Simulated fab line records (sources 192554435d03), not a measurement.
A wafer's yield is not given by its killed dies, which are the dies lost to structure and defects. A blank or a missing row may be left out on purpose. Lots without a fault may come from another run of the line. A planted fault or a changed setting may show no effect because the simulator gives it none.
Chamber matching :: flow n5-finfet :: N5_BEOL_M1_ETCH_64 on rie-diel-05 has 4 sister chambers
The step etches SOC in N2/H2, target depth 75 nm, overetch 15 nm, time 112.5 s. 16 wafers are shown with their chamber, then 8 later ones without.

EACH WAFER AND ITS CHAMBER
wafer: L074.2
chamber: 0
drypump-motor-current-A (A): 6.0
showerhead-plenum-p-Torr (Torr): 2.57
throttle-valve-pct (%): 17.86

wafer: L074.3
chamber: 1
drypump-motor-current-A (A): 6.3
showerhead-plenum-p-Torr (Torr): 2.63
throttle-valve-pct (%): 17.83

wafer: L074.5
chamber: 1
drypump-motor-current-A (A): 6.3
showerhead-plenum-p-Torr (Torr): 2.63
throttle-valve-pct (%): 17.82

wafer: L077.2
chamber: 0
drypump-motor-current-A (A): 6.0
showerhead-plenum-p-Torr (Torr): 2.57
throttle-valve-pct (%): 17.87

wafer: L077.5
chamber: 3
drypump-motor-current-A (A): 6.1
showerhead-plenum-p-Torr (Torr): 2.44
throttle-valve-pct (%): 17.53

wafer: L077.6
chamber: 2
drypump-motor-current-A (A): 5.3
showerhead-plenum-p-Torr (Torr): 2.66
throttle-valve-pct (%): 17.74

wafer: L078.1
chamber: 2
drypump-motor-current-A (A): 5.3
showerhead-plenum-p-Torr (Torr): 2.66
throttle-valve-pct (%): 17.74

wafer: L078.2
chamber: 3
drypump-motor-current-A (A): 6.1
showerhead-plenum-p-Torr (Torr): 2.44
throttle-valve-pct (%): 17.52

wafer: L078.4
chamber: 0
drypump-motor-current-A (A): 6.1
showerhead-plenum-p-Torr (Torr): 2.57
throttle-valve-pct (%): 17.86

wafer: L083.1
chamber: 1
drypump-motor-current-A (A): 6.3
showerhead-plenum-p-Torr (Torr): 2.62
throttle-valve-pct (%): 17.86

wafer: L083.2
chamber: 2
drypump-motor-current-A (A): 5.3
showerhead-plenum-p-Torr (Torr): 2.65
throttle-valve-pct (%): 17.76

wafer: L083.3
chamber: 0
drypump-motor-current-A (A): 6.1
showerhead-plenum-p-Torr (Torr): 2.57
throttle-valve-pct (%): 17.89

wafer: L084.2
chamber: 3
drypump-motor-current-A (A): 6.1
showerhead-plenum-p-Torr (Torr): 2.44
throttle-valve-pct (%): 17.54

wafer: L084.5
chamber: 3
drypump-motor-current-A (A): 6.1
showerhead-plenum-p-Torr (Torr): 2.44
throttle-valve-pct (%): 17.53

wafer: L084.6
chamber: 2
drypump-motor-current-A (A): 5.3
showerhead-plenum-p-Torr (Torr): 2.65
throttle-valve-pct (%): 17.78

wafer: L088.1
chamber: 3
drypump-motor-current-A (A): 6.1
showerhead-plenum-p-Torr (Torr): 2.43
throttle-valve-pct (%): 17.55

SIGNATURES, as means of the wafers listed above
reading: drypump-motor-current-A
chamber 0: 6.050
chamber 1: 6.300
chamber 2: 5.300
chamber 3: 6.100
scatter within a chamber: 0.0289

reading: showerhead-plenum-p-Torr
chamber 0: 2.5700
chamber 1: 2.6267
chamber 2: 2.6550
chamber 3: 2.4380
scatter within a chamber: 0.00453

reading: throttle-valve-pct
chamber 0: 17.8700
chamber 1: 17.8367
chamber 2: 17.7550
chamber 3: 17.5340
scatter within a chamber: 0.016
Rule: a wafer's distance from a chamber is the root of the sum, over the readings, of the square of ((its reading less the chamber's mean) divided by the reading's scatter). The wafer belongs to the nearest chamber; if the next one is less than 2 further off, it can't be placed. How the scatter is found: for the shown wafers, subtract from each reading the mean of its chamber, square and add these, divide the total by (wafers less chambers), then take the root.

WAFERS WHOSE CHAMBER IS MISSING
wafer: L088.2
drypump-motor-current-A (A): 6.1
showerhead-plenum-p-Torr (Torr): 2.56
throttle-valve-pct (%): 17.91

wafer: L088.4
drypump-motor-current-A (A): 6.3
showerhead-plenum-p-Torr (Torr): 2.62
throttle-valve-pct (%): 17.87

wafer: L089.2
drypump-motor-current-A (A): 6.1
showerhead-plenum-p-Torr (Torr): 2.56
throttle-valve-pct (%): 17.91

wafer: L089.3
drypump-motor-current-A (A): 5.4
showerhead-plenum-p-Torr (Torr): 2.64
throttle-valve-pct (%): 17.78

wafer: L089.5
drypump-motor-current-A (A): 6.1
showerhead-plenum-p-Torr (Torr): 2.43
throttle-valve-pct (%): 17.56

wafer: L096.1
drypump-motor-current-A (A): 6.1
showerhead-plenum-p-Torr (Torr): 2.56
throttle-valve-pct (%): 17.94

wafer: L096.2
drypump-motor-current-A (A): 5.3
showerhead-plenum-p-Torr (Torr): 2.64
throttle-valve-pct (%): 17.79

wafer: L096.6
drypump-motor-current-A (A): 6.1
showerhead-plenum-p-Torr (Torr): 2.43
throttle-valve-pct (%): 17.60

CHAMBER TAKEN BY EACH
wafer: L088.2
from the rows above: 0
in truth: 0

wafer: L088.4
from the rows above: 1
in truth: 1

wafer: L089.2
from the rows above: 0
in truth: 0

wafer: L089.3
from the rows above: 2
in truth: 2

wafer: L089.5
from the rows above: 3
in truth: 3

wafer: L096.1
from the rows above: 0
in truth: 0

wafer: L096.2
from the rows above: 2
in truth: 2

wafer: L096.6
from the rows above: 3
in truth: 3
8 of 8 placed correctly. Left unplaced by these rows: 0. 0 placed wrongly.
